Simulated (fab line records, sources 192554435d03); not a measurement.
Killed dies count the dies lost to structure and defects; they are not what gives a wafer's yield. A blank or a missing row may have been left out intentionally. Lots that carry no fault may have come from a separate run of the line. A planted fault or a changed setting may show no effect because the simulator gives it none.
Comparing a struck lot with a sound one | flow n5 finfet | 14 steps out of a route of 1938
Sound: the wafers L256.1, L256.4, L256.5. Wafers struck: L260.2, L260.5, L260.6. The cause comes at the end.
Each step with rows lists, per side, the tool, then ch with its chambers, then its first start. Under that, the readings that differ: sound wafers | struck wafers | difference of the means | sigmas: that difference in standard deviations of wafers without a fault.
alike: words and numbers the same on both sides, and readings whose means are apart by under 2 such deviations; not compared: readings that were withheld, readings missing a value for some wafer, numbers with overlapping values and no deviation given by the record, and bounds like >300 which may hide the same value.
The two part at a step that has a row with sigmas, a row that says differs or no value, or rows on one side only. Numbers that have no deviation but don't overlap get no sigmas and don't part them. Lack of a reading on every wafer of one side parts them only where that side has two or more wafers.

first, 8 steps without rows for these wafers: N5_BEOL_M13_COAT_66 (time 60 s, resist thk 110 nm); N5_BEOL_M13_COAT_22 (resist thk 300 nm); N5_BEOL_M13_EBR_24; N5_BEOL_M13_SOFTBAKE_23 (time 60 s); N5_BEOL_M13_EXPOSE_25 (exposes mask M13, target cd 210 nm); N5_BEOL_M13_PEB_26 (peb time 90 s); N5_BEOL_M13_DEVELOP_27 (develop time 45 s); N5_BEOL_M13_HARDBAKE_32 (time 120 s).
N5_BEOL_M13_CD_MEAS_28: the cd target is 209.5 nm.
  sound on cd sem-01 ch 0, day 12 02:07; struck on cd sem-01 ch 0, day 13 14:01
  alike: cd nm
N5_BEOL_M13_OVL_MEAS_29:
  sound on overlay-02 ch 0, day 12 02:09; struck on overlay-01 ch 0, day 13 14:03
  alike: M13_OVL
N5_BEOL_M13_INSPECT_30: inspects for defects (macro).
  struck on defect inspect-02, day 13 14:04; sound on defect inspect-02, day 12 02:10
  alike: raw defect count
N5_BEOL_M13_DESCUM_33: chemistry O2, time 7.9 s.
  sound on rie diel-02 ch 0,2,3, day 12 02:13; struck on rie diel-02 ch 0,3, day 13 14:07
  alike: drypump motor current A, oes product au, rf vpp V, showerhead plenum p Torr, throttle valve pct
  not compared: rf hours counter h
N5_BEOL_M13_ETCH_67: etches SiARC in CF4, target depth 143 nm, time 238.3 s.
  sound on rie diel-02 ch 0,2,3, day 12 02:14; struck on rie diel-02 ch 0,3, day 13 14:09
  reading               | sound       | struck      | difference | sigmas
  etch rf on time s (s) | 239 240 246 | 286 295 287 | +48        | +10
  alike: cf4 flow sccm, drypump motor current A, oes product au, rf vpp V, showerhead plenum p Torr, throttle valve pct
  not compared: rf hours counter h
N5_BEOL_M13_ETCH_68: etches SOC in N2/H2, time 355 s.
  sound on rie diel-02 ch 0,2,3, day 12 02:23; struck on rie diel-02 ch 0,3, day 13 14:17
  alike: drypump motor current A, oes product au, rf vpp V, showerhead plenum p Torr, throttle valve pct
  not compared: rf hours counter h

WHERE THEY PART
At N5_BEOL_M13_ETCH_67 and nowhere else, as far as this record goes. Later steps at which nothing parts them and some readings are alike: N5_BEOL_M13_ETCH_68.

WHY: what had been put in by the simulator
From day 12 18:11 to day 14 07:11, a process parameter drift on rie diel-02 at N5_BEOL_M13_ETCH_67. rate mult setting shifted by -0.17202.
